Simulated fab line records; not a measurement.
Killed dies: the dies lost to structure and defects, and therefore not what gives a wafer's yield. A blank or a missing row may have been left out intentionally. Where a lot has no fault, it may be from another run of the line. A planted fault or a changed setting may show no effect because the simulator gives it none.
Chamber matching -- flow nand_harc -- NHARC_A_STAIRCASE_DESCUM_312 on rie_diel-01 has 4 sister chambers
The step chemistry O2, time 3 s. 20 wafers are shown with their chamber, then 10 later ones without.

## WAFERS, EACH WITH ITS CHAMBER
wafer,chamber,drypump_motor_current_A (A),showerhead_plenum_p_Torr (Torr),oes_product_au (a.u.)
L074.2,2,5.7,1.90,0.994
L074.5,2,5.7,1.90,1.002
L074.6,1,6.7,1.94,1.019
L075.1,1,6.7,1.94,1.009
L075.3,2,5.7,1.90,0.984
L075.5,0,5.5,1.91,0.993
L076.2,1,6.7,1.94,1.010
L076.4,0,5.5,1.91,0.992
L076.5,1,6.7,1.94,1.012
L079.2,1,6.7,1.93,0.999
L079.4,0,5.5,1.91,0.994
L079.6,0,5.5,1.91,1.001
L081.1,3,4.9,1.81,0.983
L081.4,2,5.7,1.90,0.980
L081.6,0,5.5,1.91,0.998
L086.2,2,5.7,1.89,0.985
L086.3,1,6.7,1.93,1.005
L086.5,2,5.7,1.89,0.987
L089.2,0,5.5,1.90,0.995
L089.3,1,6.8,1.92,0.998

SIGNATURES (averages over the wafers above)
reading,chamber 0,chamber 1,chamber 2,chamber 3,scatter within a chamber
drypump_motor_current_A,5.500,6.714,5.700,4.900,0.0231
showerhead_plenum_p_Torr,1.9083,1.9343,1.8967,1.8100,0.00606
oes_product_au,0.99550,1.00743,0.98867,0.98300,0.00665
Rule: a wafer's distance from a chamber is the root of the sum, over the readings, of the square of ((its reading less the chamber's mean) divided by the reading's scatter). If the next closest chamber is less than 2 further off than the closest, the wafer can't be placed; otherwise it belongs to the closest. How the scatter is found: for the shown wafers, subtract from each reading the mean of its chamber, square and add these, divide the total by (wafers less chambers), then take the root.

## WAFERS MISSING THEIR CHAMBER
wafer,drypump_motor_current_A (A),showerhead_plenum_p_Torr (Torr),oes_product_au (a.u.)
L089.5,5.7,1.89,0.988
L090.2,5.7,1.89,0.994
L090.3,5.5,1.90,1.002
L090.6,6.7,1.92,1.015
L094.2,5.5,1.89,1.007
L094.4,4.9,1.80,0.995
L094.5,4.9,1.80,1.006
L096.2,5.5,1.89,0.996
L096.3,6.8,1.92,1.004
L096.5,4.9,1.79,0.999

## WHICH CHAMBER EACH WENT THROUGH
wafer,from the rows above,in truth
L089.5,2,2
L090.2,2,2
L090.3,0,0
L090.6,1,1
L094.2,0,0
L094.4,3,3
L094.5,3,3
L096.2,0,0
L096.3,1,1
L096.5,3,3
Correct placement for 10 of the 10. Can't be placed from these rows: 0. 0 placed wrongly.
